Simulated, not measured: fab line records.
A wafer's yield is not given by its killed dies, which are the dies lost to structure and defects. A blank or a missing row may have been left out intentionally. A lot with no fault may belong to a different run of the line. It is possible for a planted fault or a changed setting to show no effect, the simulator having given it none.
A struck lot beside a sound one -- flow nand-harc -- 15 steps out of a route of 1159
Sound: wafers L844.1, L844.2, L844.6. Wafers L845.1, L845.2, L845.3 were the ones struck. At the end, the cause is stated.
Order at every step that has rows: each side's tool, ch and its chambers, its first start. Under that, the readings that differ: sound wafers -- struck wafers -- difference of the means -- sigmas: that difference in standard deviations of wafers without a fault.
alike: words and numbers the same on both sides, and readings whose means are apart by under 2 such deviations; not compared: readings that were withheld, readings missing a value for some wafer, numbers with overlapping values and no deviation given by the record, and bounds like >300 which may hide the same value.
A row with sigmas, a row that says differs or no value, or rows on one side alone: a step with any of these is where the two part. Numbers that don't overlap but have no deviation are shown without sigmas and don't part them. Lack of a reading on every wafer of one side parts them only where that side has two or more wafers.

first, 5 steps without rows for these wafers: NHARC_A_CHANNEL_HOLE_D1_SOFTBAKE_05 (time 55 s); NHARC_A_CHANNEL_HOLE_D1_EBR_06; NHARC_A_CHANNEL_HOLE_D1_EXPOSE_07 (exposes mask HOLE D1, target cd 100 nm); NHARC_A_CHANNEL_HOLE_D1_PEB_08 (peb time 65 s); NHARC_A_CHANNEL_HOLE_D1_DEVELOP_09 (develop time 35 s).
NHARC_A_CHANNEL_HOLE_D1_CD_MEAS_10: the cd target is 100 nm.
  sound on cd-sem-01 ch 0, day 9 01:33; struck on cd-sem-03 ch 0, day 9 03:36
  alike: cd-nm
NHARC_A_CHANNEL_HOLE_D1_OVL_MEAS_11:
  sound on overlay-01, day 9 01:38; struck on overlay-02, day 9 03:41
  alike: overlay-x-nm, overlay-y-nm
NHARC_A_CHANNEL_HOLE_D1_INSPECT_12:
  sound on defect-inspect-01, day 9 01:40; struck on defect-inspect-01, day 9 03:43
  alike: raw-defect-count
NHARC_A_CHANNEL_HOLE_D1_DESCUM_15: chemistry O2, time 3 s.
  sound on rie-diel-10 ch 0,1,3, day 9 01:44; struck on rie-diel-02 ch 0,2,3, day 9 03:47
  alike: drypump-motor-current-A, oes-product-au, rf-vpp-V, showerhead-plenum-p-Torr, throttle-valve-pct
  not compared: rf-hours-counter-h
NHARC_A_CHANNEL_HOLE_D1_ETCH_38: etches the open film in CF4, target depth 39 nm, time 65 s.
  sound on rie-diel-10 ch 0,1,3, day 9 01:50; struck on rie-diel-02 ch 1,2,3, day 9 03:52
  alike: bias-w, cf4-flow-sccm, drypump-motor-current-A, oes-product-au, rf-vpp-V, showerhead-plenum-p-Torr, throttle-valve-pct
  not compared: rf-hours-counter-h
NHARC_A_CHANNEL_HOLE_D1_ETCH_39: etches the open film in N2/H2, target depth 260 nm, time 325 s.
  sound: rie-diel-10 ch 2,3; struck: rie-diel-02 ch 0,1,2
  alike: bias-w, chamber-pressure-mTorr, drypump-motor-current-A, oes-product-au, rf-vpp-V, showerhead-plenum-p-Torr, throttle-valve-pct
  not compared: rf-hours-counter-h
NHARC_A_CHANNEL_HOLE_D1_ETCH_34: etches the open film in CF4/CHF3, target depth 154 nm, time 77 s.
  sound: rie-diel-10 ch 1,3; struck: rie-diel-02 ch 0,1,3
  alike: bias-w, cf4-flow-sccm, drypump-motor-current-A, oes-product-au, rf-vpp-V, showerhead-plenum-p-Torr, throttle-valve-pct
  not compared: rf-hours-counter-h
NHARC_A_CHANNEL_HOLE_D1_ETCH_16: etches the open film in O2/COS, target depth 3100 nm, time 806 s.
  sound on rie-diel-10 ch 1,2, day 9 02:16; struck on rie-diel-02 ch 0,1,2, day 9 04:22
  no value came back on the struck wafers for any of 8 readings (bias-w (W), chamber-pressure-mTorr (mTorr) and others); on the sound wafers bias-w (W) reads 298.7 301.0 301.0
  not compared: rf-hours-counter-h
NHARC_A_CHANNEL_HOLE_D1_CD_MEAS_18:
  sound on cd-sem-02, day 9 02:51; struck on cd-sem-03, day 9 04:53
  alike: cd-nm
-- record jumps: 12 days between struck wafers' starts before vs after; left off in module A_CHANNEL_HOLE_D1, resumes in module END, first step shown is number 1159 of the route --
NHARC_END_SORT_01:
  sound on prober-01 ch 0, day 20 07:41; struck on prober-02 ch 0, day 21 06:58
reading,sound,struck,difference,sigmas
killed-at-array,24 20 29,675 673 673,+649,+69
killed-dies,26 22 34,677 677 677,+650,+72
  alike: killed-at-other, killed-at-periphery, killed-open, killed-short

== WHERE THEY PART ==
Earliest at NHARC_A_CHANNEL_HOLE_D1_ETCH_16; latest, in this record, at NHARC_END_SORT_01.

WHY: whatever the simulator had introduced
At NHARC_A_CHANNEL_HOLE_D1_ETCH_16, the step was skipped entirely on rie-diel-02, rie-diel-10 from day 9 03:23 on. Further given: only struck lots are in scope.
